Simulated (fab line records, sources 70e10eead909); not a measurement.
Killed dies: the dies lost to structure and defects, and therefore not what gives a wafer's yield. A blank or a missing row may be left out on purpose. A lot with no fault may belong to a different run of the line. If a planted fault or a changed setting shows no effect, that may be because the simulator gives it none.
A struck lot beside a sound one ; flow nand harc ; 25 steps out of a route of 1159
Sound: the wafers L347.1, L347.5, L347.6. The struck wafers were L355.3, L355.4, L355.6. The cause comes at the end.
Per side, at each step with rows, come the tool, then ch with its chambers, and then its first start. Under that, the readings that differ: sound wafers ; struck wafers ; difference of the means ; sigmas: that difference in standard deviations of wafers without a fault.
alike: a reading whose means differ by less than 2 such deviations, as well as words and numbers matching on both sides. not compared: withheld readings; readings where some wafer has no value; bounds like >300 that might hide an equal value; numbers whose values overlap and for which the record gives no deviation.
The two part at a step that has a row with sigmas, a row that says differs or no value, or rows on one side only. Non-overlapping numbers with no deviation appear without sigmas and do not part them. A reading missing from all wafers of one side parts the sides only when that side holds two or more wafers.

first, 12 steps without rows for these wafers: NHARC_P_STI_ETCH_26 (etches SiO2 in dHF, target depth 11 nm); NHARC_P_STI_PRECLEAN_27 (cleans in SC1); NHARC_P_STI_SRD_28; NHARC_P_STI_OXIDE_29 (material SiO2, target thk 10 nm, ox time 1362 s); NHARC_P_STI_HM_DEP_30 (deposits Si3N4, target thk 80 nm, time 873 s); NHARC_P_STI_DEHYDRATE_01 (time 120 s); NHARC_P_STI_HMDS_02 (time 30 s); NHARC_P_STI_COAT_41 (time 65 s); NHARC_P_STI_COAT_03 (resist thk 600 nm); NHARC_P_STI_SOFTBAKE_04 (time 70 s); NHARC_P_STI_EBR_05; NHARC_P_STI_EXPOSE_06 (exposes mask P STI, target cd 200 nm).
NHARC_P_STI_PEB_07: peb time 80 s.
  sound on litho track-07 ch 0, day 3 00:43; struck on litho track-02 ch 0, day 5 02:11
reading;sound;struck;difference;sigmas
heater power total W (W);188.7 189.1 188.5;185.2 185.1 185.4;-3.5;-4
plate temp C (C);128.25 128.06 127.99;125.62 125.46 125.56;-2.55;-21
  alike: chill plate temp C
then, 1 step without rows for these wafers: NHARC_P_STI_DEVELOP_08 (time 50 s).
NHARC_P_STI_CD_MEAS_09: target cd 200 nm.
  sound on cd sem-03 ch 0, day 3 00:49; struck on cd sem-02 ch 0, day 5 02:17
reading;sound;struck;difference;sigmas
cd nm (nm);200.4 200.1 200.2;177.5 174.5 174.4;-24.8;-15
NHARC_P_STI_OVL_MEAS_10:
  struck on overlay-02, day 5 02:22; sound on overlay-02, day 3 00:54
  alike: overlay x nm, overlay y nm
NHARC_P_STI_INSPECT_11:
  struck on defect inspect-02, day 5 02:24; sound on defect inspect-02, day 3 00:56
  alike: raw defect count
then, 1 step without rows for these wafers: NHARC_P_STI_HARDBAKE_13 (time 65 s).
NHARC_P_STI_DESCUM_14: chemistry O2, time 3 s.
  sound on rie diel-05 ch 0,2,3, day 3 01:05; struck on rie diel-01 ch 1,2, day 5 02:33
reading;sound;struck;difference;sigmas
model.P_STI.cd nm (nm);199.1 200.2 200.2;177 174.3 174.4;-25;
  alike: drypump motor current A, oes product au, rf vpp V, showerhead plenum p Torr, throttle valve pct
  not compared: rf hours counter h
NHARC_P_STI_ETCH_42: etches the open film in N2/H2, target depth 80 nm, overetch 24 nm, time 61 s.
  sound on rie diel-05 ch 0,2,3, day 3 01:10; struck on rie diel-01 ch 1,2, day 5 02:39
  alike: drypump motor current A, oes product au, rf vpp V, showerhead plenum p Torr, throttle valve pct
  not compared: rf hours counter h
NHARC_P_STI_ETCH_31: etches the open film in CF4/CHF3, target depth 108.9 nm, time 54.5 s.
  sound on rie diel-05 ch 0,3; struck on rie diel-01 ch 0,1
  alike: drypump motor current A, oes product au, rf vpp V, showerhead plenum p Torr, throttle valve pct
  not compared: rf hours counter h
NHARC_P_STI_ETCH_15: etches the open film in HBr/Cl2, target depth 300 nm, time 100.1 s.
  sound on rie si-06 ch 0,2,3, day 3 01:23; struck on rie si-06 ch 0,2,3, day 5 02:51
reading;sound;struck;difference;sigmas
model.P_STI.cd nm (nm);198.8 200.1 200;175.8 173.6 173.4;-25.4;
  alike: drypump motor current A, mfc cl2 sccm, oes product au, throttle valve pct
  not compared: rf hours counter h
NHARC_P_STI_CD_MEAS_16:
  struck on cd sem-02, day 5 03:02; sound on cd sem-03, day 3 01:31
reading;sound;struck;difference;sigmas
cd nm (nm);198.4 199.9 200.0;176.1 173.5 173.4;-25.1;-14
NHARC_P_STI_OCD_MEAS_17:
  struck on ocd-01, day 5 03:08; sound on ocd-01, day 3 01:36
reading;sound;struck;difference;sigmas
trench foot cd nm (nm);158.6 159.6 158.4;135.9 133.3 134.0;-24.5;-14
  alike: trench depth nm
then, 1 step without rows for these wafers: NHARC_P_STI_STRIP_19 (strips in SPM, time 900 s).

WHERE THEY PART
First at NHARC_P_STI_PEB_07; last, within this record, at NHARC_P_STI_OCD_MEAS_17.

WHY: the cause the simulator had injected
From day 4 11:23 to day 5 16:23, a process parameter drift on litho track-02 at NHARC_P_STI_PEB_07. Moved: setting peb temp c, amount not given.
